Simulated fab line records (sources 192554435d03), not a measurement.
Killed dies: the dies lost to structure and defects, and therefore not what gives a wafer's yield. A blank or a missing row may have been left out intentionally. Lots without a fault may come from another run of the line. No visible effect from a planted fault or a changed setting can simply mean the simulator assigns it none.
Matching of chambers | flow n5-finfet | N5_MOL_CONTACT_COAG_ETCH_67 on rie-diel-02 has 4 sister chambers
The step etches SOC in N2/H2, target depth 60 nm, overetch 21 nm, time 101.2 s. 8 wafers are shown with their chamber, then 8 later ones without.

## WAFERS PAIRED WITH THEIR CHAMBERS
wafer  | chamber | showerhead-plenum-p-Torr (Torr) | throttle-valve-pct (%)
L074.4 | 2       | 2.50                            | 17.98
L081.3 | 1       | 2.58                            | 17.60
L081.5 | 1       | 2.58                            | 17.60
L087.2 | 2       | 2.49                            | 17.59
L088.1 | 0       | 2.71                            | 17.55
L088.2 | 3       | 2.52                            | 17.85
L088.6 | 3       | 2.52                            | 17.85
L091.1 | 0       | 2.71                            | 17.55

## WAFERS WHOSE CHAMBER IS MISSING
wafer  | showerhead-plenum-p-Torr (Torr) | throttle-valve-pct (%)
L091.2 | 2.49                            | 17.61
L091.3 | 2.52                            | 17.84
L094.4 | 2.70                            | 17.55
L094.5 | 2.48                            | 17.59
L094.6 | 2.52                            | 17.88
L095.1 | 2.52                            | 17.87
L095.4 | 2.70                            | 17.56
L095.5 | 2.52                            | 17.88

## WHICH CHAMBER EACH WENT THROUGH
wafer  | from the rows above | in truth
L091.2 | 2                   | 2
L091.3 | 3                   | 3
L094.4 | 0                   | 0
L094.5 | 2                   | 2
L094.6 | 3                   | 3
L095.1 | 3                   | 3
L095.4 | 0                   | 0
L095.5 | 3                   | 3
Correctly placed: 8 of 8. Can't be placed from these rows: 0. Number placed wrongly: 0.
How it was worked out, from the rows above alone: a wafer's distance from a chamber is the root of the sum, over the readings, of the square of ((its reading less the chamber's mean) divided by the reading's scatter). The wafer belongs to the nearest chamber; if the next one is less than 2 further off, it can't be placed. For every chamber, the mean is computed from those of its wafers that are shown. The scatter: the root of (the sum of the squares of (reading less its chamber's mean) over the shown wafers, divided by (wafers less chambers)).
